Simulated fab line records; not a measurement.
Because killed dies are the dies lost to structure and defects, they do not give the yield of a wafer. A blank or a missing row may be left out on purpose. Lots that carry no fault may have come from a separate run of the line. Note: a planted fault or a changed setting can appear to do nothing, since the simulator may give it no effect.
Split-lot trial -- flow n5-finfet -- route with 1938 steps; 7 lots, 21 wafers read

== ON THE SPLIT ==
At N5_DUMMY_GATE_COAT_09 (resist thk 30 nm), the setting spin-rpm was moved away from the recipe's 1500 rpm on 9 of the 21 wafers read, by -11.1% to +3.8%. This setting was run at the recipe's value on the other wafers.

== FROM THE SPLIT TO THE READING: what the file shows between them, 3 steps ==
- N5_DUMMY_GATE_EBR_11
- N5_DUMMY_GATE_SOFTBAKE_10: time 60 s
- N5_DUMMY_GATE_DESCUM_20: chemistry O2, time 6.2 s

== THE READING ==
CAR-EUV_of_DUMMY_GATE_COAT_09.thk-nm (the simulator's own value, which no gauge read), in nm, at N5_DUMMY_GATE_ETCH_29 (etches underlayer in N2/H2, target depth 13 nm). The file gives no usual value for it. Average 18.8 nm, standard deviation 0.3 nm, over the 12 wafers here run with the recipe.

wafer,"tool, chamber at the split","spin-rpm as run, rpm",against the recipe,"CAR-EUV_of_DUMMY_GATE_COAT_09.thk-nm, nm",against lot-mates on the recipe
L075.1,"litho-track-05, 0",1500,recipe,18.8,-
L075.6,"litho-track-05, 0",1500,recipe,18.8,-
L075.4,"litho-track-05, 0",1500,recipe,18.2,-
L077.1,"litho-track-02, 0",1500,recipe,18.6,-
L077.4,"litho-track-02, 0",1557,+3.8%,18,-0.6
L077.5,"litho-track-02, 0",1557,+3.8%,18.2,-0.4
L084.2,"litho-track-05, 0",1500,recipe,19,-
L084.6,"litho-track-05, 0",1500,recipe,19,-
L084.4,"litho-track-05, 0",1500,recipe,19.2,-
L090.1,"litho-track-02, 0",1423,-5.1%,19.4,+0.8
L090.4,"litho-track-02, 0",1423,-5.1%,19.4,+0.8
L090.5,"litho-track-02, 0",1500,recipe,18.6,-
L092.2,"litho-track-05, 0",1500,recipe,18.6,-
L092.3,"litho-track-05, 0",1334,-11.1%,20.8,+2.2
L092.5,"litho-track-05, 0",1334,-11.1%,20.4,+1.8
L095.2,"litho-track-02, 0",1398,-6.8%,19.8,+1.2
L095.6,"litho-track-02, 0",1398,-6.8%,19.8,+1.2
L095.3,"litho-track-02, 0",1500,recipe,18.6,-
L097.3,"litho-track-02, 0",1436,-4.3%,20,+0.8
L097.4,"litho-track-02, 0",1500,recipe,19.2,-
L097.6,"litho-track-02, 0",1500,recipe,19.2,-

FIT RESULTS
A straight line over all 21 wafers: CAR-EUV_of_DUMMY_GATE_COAT_09.thk-nm changes by -0.16 nm for each +1% of spin-rpm; r = -0.92; the points scatter about the line by 0.29 nm.
The same after taking each lot's own level away (the mean of its wafers on the recipe; 21 wafers): -0.172 nm for each +1%; r = -0.98; scatter 0.15 nm.
That fit puts the effect of the largest move of spin-rpm on the reading at 1.9 nm.
From 18.60 to 19.20 nm: that is the span of the lots' own levels, equal to 2.0 times the standard deviation above.
Consequently the slope shifts little with the lot-to-lot level, the two slopes agreeing.
Check: +1.81 nm against its lot-mates is what the line predicts for one of the wafers moved furthest among these (-11.1%) when that wafer is left out of the fit. Against them it came out at +2.2 nm.

== THESE WAFERS: OTHER SPLITS ==
Before the reading, these wafers also passed through other splits. Each is held against what the fit with the lots' levels taken away leaves over:
other split on the same wafers,wafers away from the commonest value,r with CAR-EUV_of_DUMMY_GATE_COAT_09.thk-nm (lot level and that fit taken away)
N5_WELL_APT_PEB_06 peb-time-s,7,-0.09
N5_FIN_SAQP_PECVD_06 time-s,3,+0.04
N5_FIN_SAQP_COAT_49 time-s,5,-0.02
N5_DUMMY_GATE_COAT_34 spin-rpm,8,-0.30

== THE WHOLE CHAIN: every reading that the file lists as answering this split, in the file's order ==
step,what it does,reading,change (the file's fit),r (the file's)
N5_DUMMY_GATE_COAT_09,resist thk 30 nm,"CAR-EUV_of_DUMMY_GATE_COAT_09.thk-nm (the simulator's own value, which no gauge read)",-0.162 nm for each +1% of the setting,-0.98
N5_DUMMY_GATE_ETCH_29,"etches underlayer in N2/H2, target depth 13 nm","CAR-EUV_of_DUMMY_GATE_COAT_09.thk-nm (the simulator's own value, which no gauge read)",-0.174 nm for each +1% of the setting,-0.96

== FILE'S OWN FIT ==
CAR-EUV_of_DUMMY_GATE_COAT_09.thk-nm changes by -0.174 nm for each +1% of spin-rpm, r = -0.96.
